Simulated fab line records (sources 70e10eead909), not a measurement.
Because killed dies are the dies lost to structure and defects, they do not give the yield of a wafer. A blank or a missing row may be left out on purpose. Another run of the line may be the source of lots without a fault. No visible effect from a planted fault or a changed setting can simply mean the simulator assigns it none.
fab line records	flow nand_harc
[record] lots = 12	wafers = 36	last_day = 34
route steps=1302 shown A_STAIRCASE@881 A_SGD_CUT@902 END@1302
lots that met no fault: taken from a fault-free run of the same line
start_h: hours from the record's first day to the start of the lot's first wafer shown	wait_h: hours since the lot's step before	" as in the row above	L1.1+2: one row covering several wafers at once	- no value, or no start given	* or withheld: withheld	< > ~ a bound
route shown NAME@n: NAME is a module with steps in the file, n the number in the route of the first one	usual: mean/standard deviation taken from wafers without a fault	same: alike in all rows	chamber/n: place in a boat	sites: per-site readings	_std_site: how widely they spread, as a standard deviation	_edge_site: inner sites' mean taken away from outer sites' mean	radius_mm: for every site, how far away it sits from the centre of the wafer	mask NAME#n: copy n	behind: the most recent tool/chamber to have shaped the wafer	hold: why the lot went on hold/how many hours it stayed there/how the hold came to an end	device: names the non-switching transistor (n, p or np)	end of line: tests run on the same wafers once the route is complete	step lacking rows: just its recipe	killed: not the wafer's yield, but the dies lost to structure and defects at the first sort	map: the dies of a wafer, with x for killed, . for not killed, _ for no die there
set.NAME: the run value of the setting; set.NAME@STEP: its run value at that earlier step	model.NAME: the simulator's own value behind a step, which no gauge read
the route's steps for a sample of lots (tables are steps, rows are wafers)
services: the hour from which a tool's chamber was out of use, counted from the record's first day as start_h (under 0 if before that day), plus the number of hours and why
[[steps]]
[step NHARC_A_STAIRCASE_ETCHBACK_422]
[recipe] target_depth_a = 400	over_etch_frac = 0.3	time_s = 74.286	ion_energy_ev = 120	ch3f_flow_sccm = 50	o2_flow_sccm = 30	ar_flow_sccm = 200	rf_w = 500	bias_w = 100	chemistry = CH3F/O2
[usual] drypump_motor_current_A = 5.7/0.5	oes_product_au = 0.95/0.036	rf_fwd_power_W = 495.3/1.8	rf_vpp_V = 245.0/1.6	showerhead_plenum_p_Torr = 2.50/0.1	throttle_valve_pct = 20.663/0.0092
lot.wafer	tool	chamber	start_h	wait_h	drypump_motor_current_A	oes_product_au	rf_fwd_power_W	rf_hours_counter_h	rf_vpp_V	showerhead_plenum_p_Torr	throttle_valve_pct
L744.2	rie_diel-09	1	434.46	0.1	5.8	0.95	493.0	32	246.6	2.65	20.652
L744.6	"	0	"	"	4.9	0.93	495.0	-	244.6	2.45	20.654
L744.5	"	1	"	"	5.8	0.94	495.2	-	247.3	2.65	20.658
L747.3	rie_diel-06	1	456.33	0.1	6.0	0.92	494.3	41	244.3	2.51	20.674
L747.2	"	2	"	"	5.2	0.91	494.2	42	246.1	2.62	20.664
L747.5	"	2	"	"	5.2	0.92	495.0	-	247.2	2.62	20.659
L749.2	rie_diel-13	1	475.18	0.2	5.3	0.98	494.8	45	245.6	2.49	20.663
L749.5	"	2	"	"	5.1	1.00	495.1	-	246.1	2.53	20.671
L749.6	"	3	"	"	6.4	0.98	496.6	-	241.9	2.33	20.640
L750.3	rie_diel-13	1	476.48	0.1	5.4	0.92	494.7	45	244.7	2.49	20.683
L750.6	"	0	"	"	5.0	0.91	498.4	-	246.5	2.60	20.655
L750.5	"	1	"	"	5.4	0.92	492.8	-	244.6	2.49	20.669
L754.1	rie_diel-09	0	534.95	0.1	4.9	0.99	493.8	10	243.3	2.44	20.667
L754.3	"	1	"	"	5.8	1.02	496.8	11	247.1	2.63	20.678
L754.5	"	2	"	"	6.2	1.01	496.9	-	243.9	2.42	20.647
L753.1	rie_diel-06	0	535.11	0.2	5.8	1.02	497.0	17	243.8	2.45	20.675
L753.6	"	1	"	"	5.9	1.02	496.7	-	243.4	2.49	20.662
L753.5	"	2	"	"	5.2	1.01	493.1	-	246.4	2.61	20.649
L756.1	rie_diel-06	3	555.64	0.1	6.5	1.01	495.0	26	243.7	2.39	20.661
L756.3	"	1	"	"	6.0	1.00	493.9	24	245.5	2.49	20.648
L756.4	"	2	"	"	5.2	1.00	495.4	21	245.5	2.61	20.664
L762.2	rie_diel-13	2	614.14	0.1	5.1	0.93	496.4	28	246.1	2.52	20.661
L762.1	"	0	"	"	5.0	0.92	496.7	29	246.7	2.58	20.659
L762.6	"	3	"	"	6.4	0.92	497.6	-	241.5	2.31	20.648
L763.3	rie_diel-09	0	614.72	0.1	4.9	0.93	493.8	34	244.3	2.43	20.653
L763.2	"	2	"	"	6.2	0.93	493.0	36	243.2	2.41	20.658
L763.6	"	2	"	"	6.2	0.93	494.0	-	243.1	2.41	20.678
L765.2	rie_diel-06	0	655.98	0.2	5.8	0.93	495.4	51	245.8	2.44	20.664
L765.3	"	3	"	"	6.4	0.94	493.4	54	241.9	2.38	20.670
L765.6	"	0	"	"	5.8	0.93	493.6	-	243.8	2.44	20.680
L767.3	rie_diel-13	2	665.85	0.2	5.1	0.92	495.5	47	245.6	2.51	20.655
L767.4	"	3	"	"	6.4	0.93	499.3	49	242.4	2.30	20.646
L767.6	"	0	"	"	5.1	0.93	497.5	-	246.1	2.57	20.660
L766.3	rie_diel-13	2	666.22	0.2	5.1	0.99	496.6	47	244.8	2.51	20.673
L766.4	"	0	"	"	5.1	0.99	496.3	51	245.3	2.57	20.654
L766.5	"	1	"	"	5.4	0.99	492.2	-	244.9	2.46	20.660
[step NHARC_A_SGD_CUT_OVL_MEAS_10]
[usual] overlay_x_nm = 0.0/0.86	overlay_y_nm = 0.2/0.54
lot.wafer	tool	chamber	start_h	wait_h	overlay_x_nm	overlay_y_nm
L744.2	overlay-02	-	436.53	-	-1.8	0.0
L744.5	"	-	"	"	-1.3	-0.2
L744.6	"	-	"	"	-1.6	0.1
L747.2	overlay-01	-	458.54	-	1.2	0.3
L747.3	"	-	"	"	1.1	0.4
L747.5	"	-	"	"	0.7	0.1
L749.2	overlay-02	-	477.37	-	0.6	-0.6
L749.5	"	-	"	"	0.5	-0.5
L749.6	"	-	"	"	0.9	1.0
L750.3	overlay-01	-	478.60	-	0.2	-0.2
L750.5	"	-	"	"	0.0	0.7
L750.6	"	-	"	"	-0.3	0.4
L754.1	overlay-01	-	536.97	-	-0.2	1.1
L754.3	"	-	"	"	0.0	0.6
L754.5	"	-	"	"	-1.0	0.2
L753.1	overlay-02	-	537.21	-	0.1	0.0
L753.5	"	-	"	"	0.7	-0.2
L753.6	"	-	"	"	0.3	0.6
L756.1	overlay-01	-	557.76	-	0.0	-0.4
L756.3	"	-	"	"	-0.3	-0.3
L756.4	"	-	"	"	0.2	-0.4
L762.1	overlay-02	-	616.34	-	0.9	0.7
L762.2	"	-	"	"	1.1	0.3
L762.6	"	-	"	"	1.1	0.2
L763.2	overlay-01	-	616.85	-	1.2	0.2
L763.3	"	-	"	"	1.5	0.4
L763.6	"	-	"	"	0.7	-0.2
L765.2	overlay-02	-	658.13	-	0.8	0.1
L765.3	"	-	"	"	0.8	0.0
L765.6	"	-	"	"	0.8	0.2
L767.3	overlay-01	-	668.14	-	-0.3	0.3
L767.4	"	-	"	"	-0.1	0.9
L767.6	"	-	"	"	0.0	0.2
L766.3	overlay-02	-	668.42	-	-0.8	-1.0
L766.4	"	-	"	"	-0.8	-1.0
L766.5	"	-	"	"	-0.4	-1.1
[step NHARC_A_SGD_CUT_DESCUM_14]
[recipe] time_s = 3	o2_flow_sccm = 200	ar_flow_sccm = 0	bias_power_w = 0	chemistry = O2
[usual] drypump_motor_current_A = 5.8/0.49	oes_product_au = 1.001/0.011	rf_vpp_V = 57.7/0.98	showerhead_plenum_p_Torr = 1.90/0.084	throttle_valve_pct = 11.311/0.0077
lot.wafer	tool	chamber	start_h	wait_h	drypump_motor_current_A	oes_product_au	rf_hours_counter_h	rf_vpp_V	showerhead_plenum_p_Torr	throttle_valve_pct
L744.2	rie_diel-07	2	436.63	0.1	6.5	0.985	10	56.8	1.89	11.315
L744.5	"	2	"	"	6.5	0.984	-	57.5	1.89	11.313
L744.6	"	3	"	"	5.5	1.001	-	57.2	1.80	11.303
L747.3	rie_diel-08	2	458.63	0.1	6.4	0.998	4	56.8	2.01	11.313
L747.2	"	3	"	"	5.0	1.017	4	56.0	1.94	11.310
L747.5	"	3	"	"	5.0	1.010	-	57.2	1.94	11.295
L749.2	rie_diel-08	0	477.46	0.1	5.1	0.986	5	56.3	1.85	11.313
L749.6	"	0	"	"	5.1	0.996	-	56.4	1.85	11.301
L749.5	"	1	"	"	5.9	0.993	-	56.3	1.88	11.308
L750.3	rie_diel-04	2	478.70	0.1	5.5	0.998	7	58.3	2.00	11.301
L750.5	"	1	"	"	5.7	0.991	-	58.5	1.91	11.318
L750.6	"	2	"	"	5.5	0.992	-	58.1	2.00	11.300
L754.3	rie_diel-08	1	537.07	0.1	5.9	0.995	8	57.7	1.88	11.321
L754.1	"	2	"	"	6.4	1.009	7	57.8	2.01	11.307
L754.5	"	1	"	"	5.9	0.993	-	56.3	1.88	11.320
L753.1	rie_diel-07	2	537.31	0.1	6.5	1.008	2	57.9	1.89	11.312
L753.6	"	2	"	"	6.5	0.994	-	59.2	1.89	11.299
L753.5	"	3	"	"	5.5	0.997	-	55.9	1.80	11.316
L756.3	rie_diel-08	0	557.86	0.1	5.1	0.989	0	56.3	1.85	11.306
L756.1	"	2	"	"	6.3	1.010	1	59.6	2.01	11.311
L756.4	"	2	"	"	6.4	1.009	-	57.6	2.01	11.316
L762.1	rie_diel-08	3	616.45	0.1	5.0	1.006	2	58.9	1.94	11.318
L762.2	"	0	"	"	5.1	0.992	2	58.0	1.85	11.302
L762.6	"	3	"	"	5.0	1.004	-	58.7	1.94	11.312
L763.2	rie_diel-08	3	616.96	0.1	5.0	1.010	3	57.9	1.94	11.317
L763.3	"	0	"	"	5.1	0.999	3	57.4	1.85	11.319
L763.6	"	3	"	"	5.0	1.007	-	57.2	1.94	11.304
L765.2	rie_diel-07	1	658.24	0.1	6.1	1.009	0	57.5	1.82	11.319
L765.3	"	3	"	"	5.5	1.012	0	57.1	1.79	11.319
L765.6	"	0	"	"	5.6	1.015	-	59.4	2.03	11.310
L767.4	rie_diel-07	2	668.23	0.1	6.5	0.986	0	57.0	1.89	11.302
L767.3	"	3	"	"	5.6	1.014	0	56.9	1.79	11.311
L767.6	"	3	"	"	5.6	1.009	-	57.2	1.79	11.306
L766.3	rie_diel-04	1	668.54	0.1	5.7	1.006	11	57.2	1.90	11.308
L766.5	"	3	"	"	6.3	0.994	-	57.5	1.79	11.313
L766.4	"	1	"	"	5.7	1.000	-	57.6	1.90	11.330
[step NHARC_A_SGD_CUT_ETCH_16]
[recipe] target_depth_a = 3105	time_s = 155.2	c4f8_flow_sccm = withheld	o2_flow_sccm = 8	ar_flow_sccm = withheld	rf_w = 600	bias_w = 800	chemistry = C4F8/O2/Ar
[usual] oes_product_au = 0.973/0.015	rf_fwd_power_W = 597.5/2	rf_vpp_V = 722/4.4
lot.wafer	tool	chamber	start_h	wait_h	oes_product_au	rf_fwd_power_W	rf_hours_counter_h	rf_vpp_V
L744.2	rie_diel-07	3	437.24	-	0.971	598.3	9	716
L744.5	"	0	"	"	0.981	600.7	-	730
L744.6	"	1	"	"	0.976	596.6	-	719
L747.3	rie_diel-08	0	459.21	-	0.961	599.4	4	721
L747.2	"	1	"	"	0.960	598.7	3	721
L747.5	"	0	"	"	0.969	598.5	-	721
L749.2	rie_diel-08	2	478.07	-	0.970	599.8	5	728
L749.5	"	3	"	"	0.965	596.2	-	725
L749.6	"	0	"	"	0.951	596.5	-	720
L750.3	rie_diel-04	1	479.29	-	0.970	599.1	10	724
L750.6	"	3	"	"	0.989	592.9	-	717
L750.5	"	0	"	"	0.985	598.0	-	716
L754.3	rie_diel-08	1	537.76	-	0.976	596.3	8	723
L754.1	"	2	"	"	0.983	596.7	8	728
L754.5	"	3	"	"	0.989	599.2	-	726
L753.1	rie_diel-07	2	537.91	-	0.961	596.3	2	722
L753.6	"	3	"	"	0.965	595.0	-	717
L753.5	"	0	"	"	0.985	600.5	-	729
L756.1	rie_diel-08	0	558.53	-	0.966	602.1	1	721
L756.3	"	1	"	"	0.971	593.0	1	723
L756.4	"	0	"	"	0.960	598.3	-	719
L762.2	rie_diel-08	2	617.11	-	0.981	596.9	3	727
L762.1	"	0	"	"	0.982	597.2	3	720
L762.6	"	3	"	"	0.995	597.0	-	726
L763.3	rie_diel-08	2	617.75	-	0.968	597.0	3	729
L763.2	"	3	"	"	1.023	599.0	3	725
L763.6	"	2	"	"	0.972	597.3	-	729
L765.3	rie_diel-07	1	658.80	-	0.980	595.6	0	719
L765.2	"	2	"	"	0.981	598.1	0	722
L765.6	"	2	"	"	0.974	599.6	-	721
L767.4	rie_diel-07	1	668.80	-	0.990	601.2	1	717
L767.3	"	0	"	"	1.001	601.2	1	730
L767.6	"	2	"	"	0.968	600.2	-	723
L766.3	rie_diel-04	0	669.22	-	0.969	594.8	13	717
L766.4	"	1	"	"	0.968	595.9	-	723
L766.5	"	0	"	"	0.963	593.0	-	717
[step NHARC_END_SORT_01]
[recipe] temp_c = 25
[usual] killed_at_array = 51/18	killed_at_other = 1.0/1.2	killed_at_periphery = 3.7/2.9	killed_dies = 55/19	killed_open = 3.5/1.9	killed_short = 2.6/1.6
[same] gross_dies = 677
lot.wafer	tool	chamber	start_h	wait_h	killed_at_array	killed_at_other	killed_at_periphery	killed_dies	killed_open	killed_short
L763.2	prober-02	0	740.70	2.8	289	3	5	297	6	7
L763.3	prober-02	0	741.51	3.1	66	4	0	70	1	3
L763.6	prober-02	0	743.91	4.0	33	3	1	37	3	4
// killed by level:class
L763.2 A_SGD_CUT:area_etch=238 A_CHANNEL_HOLE_D2:chamber_film_flake=28 A_CHANNEL_HOLE_D1:chamber_film_flake=6 A_CONTACT:chamber_film_flake=4 A_SLIT:chamber_film_flake=3 A_WL_FILL:geometric_particle:open=2 THIN_TSV:chamber_film_flake=2 P_CONTACT:geometric_particle:short=1
L763.3 A_CHANNEL_HOLE_D2:chamber_film_flake=25 A_CHANNEL_HOLE_D1:chamber_film_flake=15 A_CONTACT:chamber_film_flake=13 A_SLIT:chamber_film_flake=5 THIN_TSV:chamber_film_flake=4 A_DECK1_JOINT:chamber_film_flake=2 A_ONON_D1:geometric_particle:short=1 A_ONON_D2:geometric_particle:short=1
L763.6 A_CONTACT:chamber_film_flake=8 A_CHANNEL_HOLE_D1:chamber_film_flake=6 A_CHANNEL_HOLE_D2:chamber_film_flake=6 A_SLIT:chamber_film_flake=3 THIN_TSV:chamber_film_flake=3 A_ONON_D2:geometric_particle:open=2 A_WL_FILL:chamber_film_flake=2 P_CONTACT:geometric_particle:short=1
[[services]]
tool	chamber	start_h	hours	kind
rie_diel-06	3	422.45	7.5	repair
rie_diel-07	1	425.00	5.5	repair
rie_diel-06	-	425.03	0.3	repair
rie_diel-04	3	428.64	4.2	repair
rie_diel-13	3	438.47	4.7	repair
rie_diel-06	2	442.72	2.9	repair
rie_diel-07	-	471.64	9.0	pm
rie_diel-13	-	478.05	0.4	repair
rie_diel-06	-	484.85	9.0	pm
rie_diel-08	2	484.85	10.0	repair
rie_diel-07	2	515.71	7.9	repair
rie_diel-13	-	520.51	9.0	pm
rie_diel-07	2	526.90	1.2	repair
rie_diel-04	-	531.90	9.0	pm
rie_diel-08	0	534.55	4.2	repair
rie_diel-13	1	534.71	5.6	repair
rie_diel-07	0	541.29	7.0	repair
rie_diel-08	-	544.80	9.0	pm
rie_diel-08	3	556.81	2.5	repair
rie_diel-08	-	567.90	0.4	repair
rie_diel-04	2	592.62	2.7	repair
rie_diel-08	1	613.84	12.6	repair
rie_diel-07	2	613.91	6.3	repair
rie_diel-07	-	648.64	9.0	pm
[[key]]
[first_sign] step = NHARC_A_SGD_CUT_ETCH_16	reading = oes_product_au	direction = up	sigmas = 3.4	usual = 0.973	struck = 1.023
[effect] step = NHARC_END_SORT_01	reading = killed_at_array	direction = up	sigmas = 13	usual = 51	struck = 289
[more_kills_born_at] NHARC_A_SGD_CUT_ETCH_16@rie_diel-08 = 238
met_at NHARC_A_SGD_CUT_ETCH_16
struck_lots L763
struck_wafers L763.2
tester_left_out L763
not_acting_at NHARC_A_STAIRCASE_ETCHBACK_422,NHARC_A_SGD_CUT_OVL_MEAS_10,NHARC_A_SGD_CUT_DESCUM_14
onset_between 617.11 617.75
[fault] kind = process_parameter_drift	tool = rie_diel-08	chamber = -	onset_h = 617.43	steps = NHARC_A_SGD_CUT_ETCH_16	channel = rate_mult	offset = 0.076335	shape = step	end_h = 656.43	scope = struck_wafers_only
// tester_left_out: of these lots the tester's yield and bins aren't shown, on N5 and GAA mostly nor the transistor test; their killed dies are dies lost to structure and defects alone, not to doping, threshold or leakage, so they don't give the yield
